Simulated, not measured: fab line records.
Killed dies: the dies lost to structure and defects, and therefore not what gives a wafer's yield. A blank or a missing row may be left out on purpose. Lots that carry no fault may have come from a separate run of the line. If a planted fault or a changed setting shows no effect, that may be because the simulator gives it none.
3 desks, one fault    flow nand-harc    each desk holds nothing but its own numbers, with what lay behind them at the end

== THE DEFECT DESK ==
For each lot, the counts of the inspections along the route, averaged over the sampled wafers that have a number. The brackets show how far a lot's mean lies from the usual mean; more than 4 standard deviations puts the lot out of limits, marked OUT.
Columns: A = raw-defect-count at NHARC_A_START_INSPECT_01, usual 3.6
lot   first seen here  A
L425  day 6 03:50      3.7
L426  day 6 22:44      2.0
L427  day 7 02:44      3.7
L430  day 7 12:49      2.7
L429  day 7 13:08      5.3
L431  day 8 02:02      3.7
L432  day 8 04:13      4.3
L433  day 8 15:19      3.3
L435  day 9 05:03      3.3
L434  day 9 05:47      3.7
L438  day 10 02:52     3.0
L439  day 10 06:15     2.5
L443  day 10 22:55     4.0
L447  day 11 22:34     3.0
Finding of this desk: none of the 14 lots has anything out of limits.

== AT THE TOOL OWNER'S DESK: pecvd-onon-03 ==
The tool's own readings at NHARC_A_ONON_D1_DEP_00 (target thk 1000 nm): means of the sampled wafers that have a number, for each lot that ran on this tool. The brackets show how far a lot's mean lies from the usual mean; more than 4 standard deviations puts the lot out of limits, marked OUT.
Columns: A = nh3-flow-sccm at NHARC_A_ONON_D1_DEP_00, usual 499.9 sccm
lot   first seen here  A
L425  day 6 23:44      499.2
L429  day 8 14:30      501.2
L432  day 9 00:31      499.5
L435  day 10 05:10     501.0
L439  day 11 02:29     498.8
L443  day 11 18:37     498.9
Finding of this desk: none of the 6 lots has anything out of limits.

== FROM THE METROLOGY DESK ==
Means of the sampled wafers that have a number, per lot and without regard to the tool the lot ran on: this is what the gauges read. The brackets show how far a lot's mean lies from the usual mean; more than 4 standard deviations puts the lot out of limits, marked OUT.
Columns: A = thk-nm at NHARC_A_ONON_D1_THK_MEAS_02, usual 999 nm
lot   first seen here  A
L425  day 7 00:14      979
L426  day 7 22:03      1001
L427  day 8 01:57      1003
L429  day 8 14:57      984
L430  day 8 14:57      994
L432  day 9 01:01      1001
L431  day 9 01:02      989
L433  day 9 14:57      995
L435  day 10 05:33     1001
L434  day 10 05:34     997
L438  day 11 02:35     997
L439  day 11 02:56     1242 (+26) OUT
L443  day 11 19:01     1245 (+26) OUT
L447  day 12 22:10     1002
Finding of this desk: L439, L443 out of limits; the first was L439 at day 11 02:56, on thk-nm at NHARC_A_ONON_D1_THK_MEAS_02. In limits: L425, L426, L427, L429, L430, L432, L431, L433, L435, L434, L438, L447.

== ALL TOGETHER ==
Metrology desk: alarm possible at day 11 02:56 on L439, L443.
The defect desk saw nothing out of limits.
Nothing out of limits was seen by the tool owner's desk.
The defect desk has L439, L443 on record, within its limits.
The tool owner's desk has L439, L443 on record, within its limits.
The lots listed all ran NHARC_A_ONON_D1_DEP_00 on pecvd-onon-03.

== WHAT THE SIMULATOR PUT IN ==
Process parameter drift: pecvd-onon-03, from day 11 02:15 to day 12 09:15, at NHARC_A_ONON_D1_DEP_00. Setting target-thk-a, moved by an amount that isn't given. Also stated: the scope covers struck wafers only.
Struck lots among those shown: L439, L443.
Per desk, hours elapsed from the start of the fault to the first reading out of limits: for the metrology desk, 1.
